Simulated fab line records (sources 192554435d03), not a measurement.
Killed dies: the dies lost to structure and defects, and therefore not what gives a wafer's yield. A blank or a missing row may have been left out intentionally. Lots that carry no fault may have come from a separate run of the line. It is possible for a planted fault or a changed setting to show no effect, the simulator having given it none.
Split-lot experiment | flow n5-finfet | 21 wafers read from 7 lots, route of 1938 steps

SPLIT DETAILS
At N5_PASSIVATION_PASS_ETCH_47 (etches SiNx in CF4/O2, target depth 770 nm, time 385 s), the setting time-s was moved away from the recipe's 385 s on 4 of the 21 wafers read, by -18.8% to +15.1%. All remaining wafers had this setting at the recipe value.

The reading comes from the split's own step.

THE READING
etch.depth-nm (the simulator's own value, which no gauge read), in nm, at N5_PASSIVATION_PASS_ETCH_47 (etches SiNx in CF4/O2, target depth 770 nm, time 385 s). No usual value for it is given in the file. Across the 17 wafers here that went through the recipe, the average is 773.3 nm and the standard deviation 7.4 nm.

wafer  | tool, chamber at the split | time-s as run, s | against the recipe | etch.depth-nm, nm | against lot-mates on the recipe
L074.1 | rie-diel-02, 0             | 385              | recipe             | 778.7             | -
L074.3 | rie-diel-02, 3             | 385              | recipe             | 755.7             | -
L074.4 | rie-diel-02, 0             | 385              | recipe             | 770.9             | -
L076.1 | rie-diel-02, 2             | 385              | recipe             | 775               | -
L076.3 | rie-diel-02, 3             | 385              | recipe             | 765.7             | -
L076.6 | rie-diel-02, 3             | 385              | recipe             | 765.5             | -
L077.1 | rie-diel-02, 0             | 385              | recipe             | 772.9             | -
L077.4 | rie-diel-02, 3             | 385              | recipe             | 762.1             | -
L077.5 | rie-diel-02, 0             | 385              | recipe             | 780.3             | -
L086.1 | rie-diel-03, 3             | 312.6            | -18.8%             | 635.7             | -141.6
L086.5 | rie-diel-03, 1             | 312.6            | -18.8%             | 634.1             | -143.2
L086.6 | rie-diel-03, 3             | 385              | recipe             | 777.3             | -
L088.1 | rie-diel-01, 3             | 443              | +15.1%             | 884.5             | +105.3
L088.3 | rie-diel-01, 2             | 385              | recipe             | 774.2             | -
L088.6 | rie-diel-01, 0             | 385              | recipe             | 784.1             | -
L094.1 | rie-diel-01, 0             | 385              | recipe             | 782.1             | -
L094.4 | rie-diel-01, 1             | 385              | recipe             | 779.3             | -
L094.5 | rie-diel-01, 1             | 385              | recipe             | 776.7             | -
L096.1 | rie-diel-03, 1             | 385              | recipe             | 770               | -
L096.3 | rie-diel-03, 3             | 385              | recipe             | 776.3             | -
L096.6 | rie-diel-03, 2             | 314.2            | -18.4%             | 642.3             | -130.9

FIT RESULTS
A straight line over all 21 wafers: etch.depth-nm changes by +7.31 nm for each +1% of time-s; r = +0.99; the points scatter about the line by 7 nm.
The same after taking each lot's own level away (the mean of its wafers on the recipe; 21 wafers): +7.33 nm for each +1%; r = +0.99; scatter 5.9 nm.
The reading moves by 1.4e+02 nm for the largest change in time-s, on that fit.
The lots' own levels span 768.43 to 779.37 nm, that is 1.5 times the standard deviation above.
Hence the lot-to-lot level has little effect on the slope; both slopes agree.
Check: with one of the wafers moved furthest among these (-18.8%) left out of the fit, the line predicts -137 nm for it against its lot-mates. Against them it came out at -142 nm.

ADDITIONAL SPLITS CARRIED BY THESE WAFERS
Before the reading, these wafers also passed through other splits. Each is held against what the fit with the lots' levels taken away leaves over:
other split on the same wafers    | wafers away from the commonest value | r with etch.depth-nm (lot level and that fit taken away)
N5_BEOL_M13_COAT_58 spin-rpm      | 5                                    | -0.05
N5_BEOL_M14_EXPOSE_25 dose-mj     | 6                                    | +0.19
N5_BEOL_M14_PEB_26 peb-temp-c     | 5                                    | +0.24
N5_BEOL_M15_TRENCH_ETCH_34 bias-w | 9                                    | -0.16
N5_BEOL_M15_SPUTTER_44 power-w    | 7                                    | -0.24
N5_MIM_TOP_SPUTTER_03 power-w     | 8                                    | -0.01

FILE'S OWN FIT
etch.depth-nm changes by +7.26 nm for each +1% of time-s, r = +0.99.
